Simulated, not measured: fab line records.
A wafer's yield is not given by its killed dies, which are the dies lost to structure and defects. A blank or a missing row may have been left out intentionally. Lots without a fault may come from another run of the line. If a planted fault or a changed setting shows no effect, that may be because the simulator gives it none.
Split-lot study -- flow n5_finfet -- 7 lots, 21 wafers read, on a route of 1938 steps

## THE SPLIT ITSELF
At N5_BEOL_M6_ILD_DEP_00 (deposits SiCOH lowk from DEMS/porogen, target thk 179.75 nm, time 33.4 s), the setting time_s was moved away from the recipe's 33.4 s on 8 of the 21 wafers read, by -8.7% to +14.9%. For the rest of the wafers, this setting stayed at what the recipe calls for.

## FROM THE SPLIT TO THE READING: what the file shows between them, 1 step
- N5_BEOL_M6_CURE_74: cures SiCOH lowk, time 240 s

## THE READING
M6_ILD_THK (nm), taken at N5_BEOL_M6_THK_MEAS_01. Typical for fault-free wafers on this fab line: 154.4 nm, with standard deviation 1.8 nm.

wafer,"tool, chamber at the split","time_s as run, s",against the recipe,"M6_ILD_THK, nm",against lot-mates on the recipe
L074.1,"pecvd-03, 0",33.4,recipe,151.7,-
L074.4,"pecvd-03, 0",31.65,-5.2%,145.3,-6.4
L074.5,"pecvd-03, 1",31.65,-5.2%,145.0,-6.7
L080.2,"pecvd-04, 2",33.4,recipe,155.3,-
L080.4,"pecvd-04, 0",36.82,+10.2%,171.5,+16.2
L080.5,"pecvd-04, 1",36.82,+10.2%,172.0,+16.7
L081.2,"pecvd-04, 1",38.37,+14.9%,176.5,+21.1
L081.5,"pecvd-04, 2",33.4,recipe,155.7,-
L081.6,"pecvd-04, 0",33.4,recipe,155.2,-
L085.3,"pecvd-03, 2",37.15,+11.2%,171.0,+14.0
L085.4,"pecvd-03, 1",37.15,+11.2%,174.7,+17.7
L085.6,"pecvd-03, 0",33.4,recipe,157.0,-
L087.1,"pecvd-03, 2",33.4,recipe,153.3,-
L087.2,"pecvd-03, 1",33.4,recipe,150.9,-
L087.4,"pecvd-03, 2",33.4,recipe,155.6,-
L091.1,"pecvd-01, 0",33.4,recipe,151.0,-
L091.2,"pecvd-01, 1",33.4,recipe,152.1,-
L091.6,"pecvd-01, 2",30.51,-8.7%,140.9,-10.7
L095.2,"pecvd-01, 1",33.4,recipe,153.5,-
L095.3,"pecvd-01, 2",33.4,recipe,154.0,-
L095.6,"pecvd-01, 1",33.4,recipe,154.0,-

THE FIT
A straight line over all 21 wafers: M6_ILD_THK changes by +1.64 nm for each +1% of time_s; r = +0.99; the points scatter about the line by 1.8 nm.
The same after taking each lot's own level away (the mean of its wafers on the recipe; 21 wafers): +1.42 nm for each +1%; r = +0.99; scatter 1.2 nm.
According to that fit, moving time_s by its largest amount changes the reading by 21 nm.
The span of the lots' own levels, 151.55 to 157.00 nm, comes to 3.0 times the standard deviation stated above.
Hence the slope depends on the lot-to-lot level, as the two fits are not the same.
Check: for one of the wafers moved furthest among these (+14.9%), held out of the fit, the line's prediction against its lot-mates is +21.6 nm. It came out at +21.1 nm against them.

## THESE WAFERS: OTHER SPLITS
These wafers also went through other splits before the reading. Each is held against what the fit with the lots' levels taken away leaves over:
other split on the same wafers,wafers away from the commonest value,r with M6_ILD_THK (lot level and that fit taken away)
N5_BEOL_M4_DESCUM_16 time_s,7,+0.08
N5_BEOL_M4_EXPOSE_25 dose_mj,7,-0.08
N5_BEOL_M4_ETCH_70 bias_w,5,-0.01
N5_BEOL_M5_COAT_66 spin_rpm,4,+0.15
N5_BEOL_M5_COAT_22 spin_rpm,7,+0.07
N5_BEOL_M5_DEP_56 time_s,7,-0.23

## THE WHOLE CHAIN: every reading that the file lists as answering this split, in the file's order
step,what it does,reading,change (the file's fit),r (the file's)
N5_BEOL_M6_ILD_DEP_00,"deposits SiCOH lowk from DEMS/porogen, target thk 179.75 nm, time 33.4 s","SiCOH_lowk_of_BEOL_M6_ILD_DEP_00.thk_nm (the simulator's own value, which no gauge read)",+1.62 nm for each +1% of the setting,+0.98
N5_BEOL_M6_CURE_74,"cures SiCOH lowk, time 240 s","SiCOH_lowk_of_BEOL_M6_ILD_DEP_00.thk_nm (the simulator's own value, which no gauge read)",+1.42 nm for each +1% of the setting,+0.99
N5_BEOL_M6_THK_MEAS_01,,M6_ILD_THK,+1.41 for each +1% of the setting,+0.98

## THE FILE'S OWN FIT
M6_ILD_THK changes by +1.41 nm for each +1% of time_s, r = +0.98.
